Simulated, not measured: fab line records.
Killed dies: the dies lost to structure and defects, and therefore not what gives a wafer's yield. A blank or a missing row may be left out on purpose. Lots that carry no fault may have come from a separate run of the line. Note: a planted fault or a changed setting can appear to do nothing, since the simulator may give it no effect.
Which tool did it? -- flow n5Finfet -- 36 wafers from 12 lots sampled at 5 of the route's 1938 steps

WHAT THE GAUGES READ, wafer by wafer
The record holds no reading of a measuring or inspecting step that can be judged against a usual standard deviation.

EACH LOT AND THE TOOL THAT RAN IT (in order: tool; ch and the chambers of the sampled wafers; start)
lot,N5_BEOL_M10_PRE_CLEAN_45,N5_BEOL_M10_ALD_74,N5_BEOL_M10_CVD_75,N5_BEOL_M10_DEP_56,N5_PASSIVATION_PROBE_49
L214,"pvdSputter-03, day 12 02:51","aldMetal-01 ch 0,1,3, day 12 02:55","cvdCo-02 ch 0,1, day 12 03:30","pecvd-02 ch 0,1,2, day 12 05:28","prober-01, day 14 09:35"
L212,"pvdSputter-02, day 12 04:47","aldMetal-03 ch 0,1,3, day 12 04:50","cvdCo-02 ch 0,1,2, day 12 05:16","pecvd-01 ch 0,2, day 12 06:26","prober-01, day 14 14:28"
L216,"pvdSputter-03, day 12 18:53","aldMetal-01 ch 2,3, day 12 18:58","cvdCo-01 ch 1,2, day 12 19:24","pecvd-01 ch 1,2, day 12 20:50","prober-01, day 15 00:34"
L217,"pvdSputter-01, day 13 05:52","aldMetal-03 ch 1,2,3, day 13 05:55","cvdCo-01 ch 0,2, day 13 06:20","pecvd-02 ch 1,2, day 13 07:31","prober-02, day 15 12:33"
L218,"pvdSputter-01, day 13 09:08","aldMetal-04 ch 1,2,3, day 13 09:12","cvdCo-02 ch 0,1, day 13 09:35","pecvd-04 ch 0,1,2, day 13 10:41","prober-01, day 15 13:08"
L220,"pvdSputter-01, day 13 15:12","aldMetal-04 ch 0,1,2, day 13 15:16","cvdCo-02 ch 1,2, day 13 15:55","pecvd-02 ch 0,1, day 13 17:55","prober-01, day 15 21:46"
L223,"pvdSputter-03, day 13 17:34","aldMetal-01 ch 0,2, day 13 17:39","cvdCo-02 ch 0,1,2, day 13 18:32","pecvd-02 ch 0,1,2, day 13 19:47","prober-02, day 15 21:22"
L221,"pvdSputter-01, day 13 23:11","aldMetal-04 ch 0,1,3, day 13 23:14","cvdCo-02 ch 0,1, day 13 23:38","pecvd-02 ch 1,2, day 14 00:39","prober-01, day 16 05:58"
L222,"pvdSputter-02, day 14 13:47","aldMetal-04 ch 1,3, day 14 13:52","cvdCo-02 ch 1,2, day 14 14:17","pecvd-02 ch 0,1,2, day 14 15:22","prober-02, day 16 17:45"
L233,"pvdSputter-03, day 16 23:01","aldMetal-04 ch 0,1,3, day 16 23:05","cvdCo-02 ch 0,1, day 16 23:27","pecvd-01 ch 0,2, day 17 00:31","prober-02, day 18 22:17"
L231,"pvdSputter-03, day 17 00:02","aldMetal-03 ch 0,2, day 17 00:05","cvdCo-02 ch 0,1, day 17 00:34","pecvd-01 ch 0,1,2, day 17 01:47","prober-01, day 19 12:38"
L235,"pvdSputter-01, day 17 13:39","aldMetal-03 ch 1,2,3, day 17 13:45","cvdCo-01 ch 0,1, day 17 14:18","pecvd-01 ch 0,2, day 17 15:45","prober-01, day 19 18:47"
- N5_BEOL_M10_PRE_CLEAN_45: time 30 s.
- N5_BEOL_M10_ALD_74: deposits TaN, target thk 2 nm, pulse time 2 s, purge time 3 s.
- N5_BEOL_M10_CVD_75: deposits Co from CCTBA/H2, target thk 2 nm, time 138.9 s.
- N5_BEOL_M10_DEP_56: deposits SiCN from 3MS/NH3, target thk 15 nm, time 26.5 s.
- N5_PASSIVATION_PROBE_49

WHAT THE TOOLS THEMSELVES READ (means of the sampled wafers that have a number; where no wafer has one, the mark that the record gives instead)
N5_BEOL_M10_PRE_CLEAN_45. Usual: heaterPowerW reads 316 W (standard deviation 32).
lot,tool,heaterPowerW (W),flag
L214,pvdSputter-03,315,
L212,pvdSputter-02,298,
L216,pvdSputter-03,314,
L217,pvdSputter-01,330,
L218,pvdSputter-01,351,
L220,pvdSputter-01,335,
L223,pvdSputter-03,326,
L221,pvdSputter-01,320,
L222,pvdSputter-02,322,
L233,pvdSputter-03,319,
L231,pvdSputter-03,329,
L235,pvdSputter-01,290,

N5_BEOL_M10_ALD_74. Usual: heaterPowerW 427 W, standard deviation 36; precursorVesselCarrierSccm 1000 sccm, standard deviation 3.4.
lot,tool,heaterPowerW (W),precursorVesselCarrierSccm (sccm),flag
L214,aldMetal-01,444,1001,
L212,aldMetal-03,410,1000,
L216,aldMetal-01,439,999,
L217,aldMetal-03,444,999,
L218,aldMetal-04,422,1000,
L220,aldMetal-04,430,1000,
L223,aldMetal-01,482,1004,
L221,aldMetal-04,418,999,
L222,aldMetal-04,430,997,
L233,aldMetal-04,410,996,
L231,aldMetal-03,386,1000,
L235,aldMetal-03,442,999,

N5_BEOL_M10_CVD_75. Usual: runLengthS reads 162.0 s (standard deviation 0.46).
lot,tool,runLengthS (s),flag
L214,cvdCo-02,161.7,
L212,cvdCo-02,161.6,
L216,cvdCo-01,162.0,
L217,cvdCo-01,162.4,
L218,cvdCo-02,161.8,
L220,cvdCo-02,161.7,
L223,cvdCo-02,161.8,
L221,cvdCo-02,161.8,
L222,cvdCo-02,161.9,
L233,cvdCo-02,145.0,OFF
L231,cvdCo-02,145.1,OFF
L235,cvdCo-01,162.4,

N5_BEOL_M10_DEP_56. Usual: showerheadPlenumPTorr 3.661 Torr, standard deviation 0.016; throttleValvePct 9.0 %, standard deviation 0.52.
lot,tool,showerheadPlenumPTorr (Torr),throttleValvePct (%),flag
L214,pecvd-02,3.656,9.4,
L212,pecvd-01,3.680,8.4,
L216,pecvd-01,3.657,8.4,
L217,pecvd-02,3.647,9.0,
L218,pecvd-04,3.658,9.1,
L220,pecvd-02,3.664,9.8,
L223,pecvd-02,3.659,9.4,
L221,pecvd-02,3.648,9.4,
L222,pecvd-02,3.663,9.4,
L233,pecvd-01,3.676,8.6,
L231,pecvd-01,3.672,8.5,
L235,pecvd-01,3.680,8.6,

N5_PASSIVATION_PROBE_49. Usual: defectLimitedYield 91.0 %, standard deviation 1.4; killed_at_M0_to_M3 33, standard deviation 11; killed_at_M4_up 14, standard deviation 5; killedAtContacts 11, standard deviation 7.3; killedAtFrontEnd 43, standard deviation 12; killedAtOther 4, standard deviation 3.1; killedDies 106, standard deviation 17; killedOnRim 14, standard deviation 3.8; killedOpen 69, standard deviation 13; killedShort 34, standard deviation 8.7; sort_bin_5_function 5.2 %, standard deviation 0.96; sort_bin_6_memory 3.3 %, standard deviation 0.66; sort_bin_8_speed 0.00 %, standard deviation 0.012; sortNPass 1074, standard deviation 17; sortYieldPct 91.0 %, standard deviation 1.4.
lot,tool,defectLimitedYield (%),killed_at_M0_to_M3,killed_at_M4_up,killedAtContacts,killedAtFrontEnd,killedAtOther,killedDies,killedOnRim,killedOpen,killedShort,sort_bin_5_function (%),sort_bin_6_memory (%),sort_bin_8_speed (%),sortNPass,sortYieldPct (%),flag
L214,prober-01,90.6,37,17,14,38,5,111,16,69,40,5.6,3.4,0.00,1069,90.6,
L212,prober-01,90.5,28,14,8,60,1,112,16,77,32,6.1,2.9,0.00,1068,90.5,
L216,prober-01,89.4,38,14,21,42,9,125,16,80,38,6.0,3.9,0.00,1055,89.4,
L217,prober-02,92.2,37,11,6,37,1,92,15,53,34,4.4,2.6,0.00,1088,92.2,
L218,prober-01,91.2,40,17,7,34,5,104,12,65,37,5.5,2.9,0.00,1076,91.2,
L220,prober-01,90.2,40,12,7,51,4,115,13,72,41,5.9,3.5,0.00,1065,90.2,
L223,prober-02,90.1,34,16,8,56,3,117,16,70,43,5.7,3.2,0.00,1063,90.1,
L221,prober-01,91.7,36,15,13,28,6,98,12,61,36,4.8,3.1,0.03,1081,91.6,
L222,prober-02,88.2,67,11,12,45,4,140,20,92,44,6.7,4.5,0.00,1040,88.2,OFF
L233,prober-02,91.6,31,18,7,38,4,99,17,60,35,4.3,3.5,0.00,1081,91.6,
L231,prober-01,91.7,40,14,8,31,5,98,13,63,34,4.6,3.3,0.00,1082,91.7,
L235,prober-01,90.2,29,24,13,45,5,116,16,72,38,6.3,2.9,0.00,1064,90.2,

THE ANSWER, worked out from the rows above alone
Rule: a lot is off if the mean of its wafers that have a number lies more than 3 standard deviations from the usual mean. Also off: a lot with no number at a reading for which 4 or more lots have one. Where the step has rows for the other lots, those lots are counted as sound. After the gauges, taken in route order, come the tools' own readings; for these a lot's mean is taken, as printed above. At the first step where some lot is off, the reading lying furthest off is the one used; lots without a number count as furthest.
Off: L233, L231, at N5_BEOL_M10_CVD_75 (runLengthS).
A tool fits if, at that step or a process step before it, it ran every lot that is off, and no sound lot after the first of them. This does not decide it: 2 tools fit, namely pvdSputter-03 at N5_BEOL_M10_PRE_CLEAN_45 and cvdCo-02 at N5_BEOL_M10_CVD_75.

WHAT HAD BEEN PUT IN BY THE SIMULATOR
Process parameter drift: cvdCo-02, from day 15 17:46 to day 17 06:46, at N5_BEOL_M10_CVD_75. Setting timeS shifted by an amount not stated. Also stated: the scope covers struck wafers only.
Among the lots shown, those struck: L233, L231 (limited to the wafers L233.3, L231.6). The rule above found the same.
